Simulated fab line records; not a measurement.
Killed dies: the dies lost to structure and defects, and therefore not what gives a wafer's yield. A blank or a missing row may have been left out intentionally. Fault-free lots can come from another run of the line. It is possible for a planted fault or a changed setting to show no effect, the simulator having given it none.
Matching of chambers + flow n5Finfet + aldSin-03 running N5_BEOL_M3_ALD_98: 4 sister chambers
The step deposits SiO2, target thk 2.5 nm, pulse time 1 s, co reactant pulse time 1 s. 4 wafers are shown with their chamber, then 7 later ones without.

== WAFERS WITH THEIR CHAMBER ==
| wafer  | chamber | heaterPowerW (W) |
|--------|---------|------------------|
| L084.5 | 3       | 90               |
| L086.1 | 1       | 71               |
| L092.2 | 0       | 76               |
| L092.3 | 2       | 75               |

== WAFERS WITH NO CHAMBER GIVEN ==
| wafer  | heaterPowerW (W) |
|--------|------------------|
| L092.4 | 75               |
| L093.1 | 76               |
| L093.2 | 74               |
| L093.4 | 92               |
| L094.1 | 92               |
| L094.2 | 76               |
| L094.4 | 77               |

== WHICH CHAMBER EACH WENT THROUGH ==
| wafer  | from the rows above          | in truth |
|--------|------------------------------|----------|
| L092.4 | can't be placed: 2 or 0      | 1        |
| L093.1 | can't be placed: 0 or 2      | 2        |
| L093.2 | can't be placed: 2 or 0 or 1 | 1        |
| L093.4 | 3                            | 3        |
| L094.1 | 3                            | 3        |
| L094.2 | can't be placed: 0 or 2      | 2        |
| L094.4 | can't be placed: 0 or 2      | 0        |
Correctly placed: 2 of 7. Unplaceable from these rows: 5, with the true chamber sitting among the candidates in 4. Wrongly placed: 0.
How it was worked out, from the rows above alone: a wafer's distance from a chamber is the root of the sum, over the readings, of the square of ((its reading less the chamber's mean) divided by the reading's scatter). If the next closest chamber is less than 2 further off than the closest, the wafer can't be placed; otherwise it belongs to the closest. The mean given for a chamber averages the wafers shown for that chamber. The scatter: root of mean squared gap, hidden wafer to nearest shown wafer, with one shown wafer a chamber.
